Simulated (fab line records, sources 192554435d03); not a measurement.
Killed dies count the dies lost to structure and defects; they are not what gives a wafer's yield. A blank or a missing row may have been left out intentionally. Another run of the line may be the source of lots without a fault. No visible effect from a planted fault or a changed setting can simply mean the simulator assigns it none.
Matching of chambers -- flow n5_finfet -- N5_MOL_CONTACT_COAG_ETCH_15 on rie_diel-06 has 4 sister chambers
The step etches SiNx in CH3F/O2, stops on Si:P, target depth 7 nm. 22 wafers are shown with their chamber, then 11 later ones without.

== EACH WAFER AND ITS CHAMBER ==
wafer,chamber,drypump_motor_current_A (A),showerhead_plenum_p_Torr (Torr),throttle_valve_pct (%)
L074.1,0,4.9,1.95,16.17
L074.2,3,5.7,2.00,16.46
L074.3,1,5.2,2.02,16.23
L078.1,3,5.8,1.99,16.48
L078.5,3,5.8,1.99,16.49
L078.6,0,4.9,1.95,16.20
L081.1,1,5.2,2.01,16.23
L081.3,2,6.6,2.06,16.54
L081.5,1,5.2,2.01,16.25
L085.2,3,5.8,1.99,16.51
L085.3,0,4.9,1.95,16.23
L085.4,1,5.2,2.01,16.27
L086.1,0,4.9,1.94,16.24
L086.3,2,6.6,2.06,16.56
L086.4,3,5.8,1.99,16.52
L087.2,1,5.1,2.01,16.27
L087.3,0,4.9,1.94,16.24
L087.5,0,4.9,1.94,16.24
L090.1,0,4.9,1.94,16.26
L090.5,0,4.9,1.94,16.25
L090.6,3,5.8,1.99,16.54
L092.1,1,5.2,2.01,16.28

SIGNATURES, as means of the wafers listed above
reading,chamber 0,chamber 1,chamber 2,chamber 3,scatter within a chamber
drypump_motor_current_A,4.900,5.183,6.600,5.783,0.0304
showerhead_plenum_p_Torr,1.9437,2.0117,2.0600,1.9917,0.00444
throttle_valve_pct,16.2287,16.2550,16.5500,16.5000,0.0267
Rule: for a wafer and a chamber, the distance is found by dividing, reading by reading, the gap between the wafer's reading and the chamber's mean by the reading's scatter, squaring, summing and taking the root. The wafer belongs to the nearest chamber; if the next one is less than 2 further off, it can't be placed. The scatter: the root of (the sum of the squares of (reading less its chamber's mean) over the shown wafers, divided by (wafers less chambers)).

== WAFERS WITHOUT THEIR CHAMBER ==
wafer,drypump_motor_current_A (A),showerhead_plenum_p_Torr (Torr),throttle_valve_pct (%)
L092.2,4.9,1.94,16.24
L092.4,5.8,1.99,16.54
L093.3,6.6,2.06,16.59
L093.5,5.1,2.01,16.28
L093.6,4.9,1.94,16.27
L094.2,5.8,1.98,16.56
L094.5,4.9,1.94,16.28
L094.6,5.2,2.01,16.31
L097.1,6.6,2.05,16.60
L097.2,5.2,2.00,16.30
L097.6,4.9,1.94,16.27

== EACH ONE'S CHAMBER ==
wafer,from the rows above,in truth
L092.2,0,0
L092.4,3,3
L093.3,2,2
L093.5,1,1
L093.6,0,0
L094.2,3,3
L094.5,0,0
L094.6,1,1
L097.1,2,2
L097.2,1,1
L097.6,0,0
Correct placement for 11 of the 11. From these rows, 0 cannot be placed. Wrongly placed: 0.
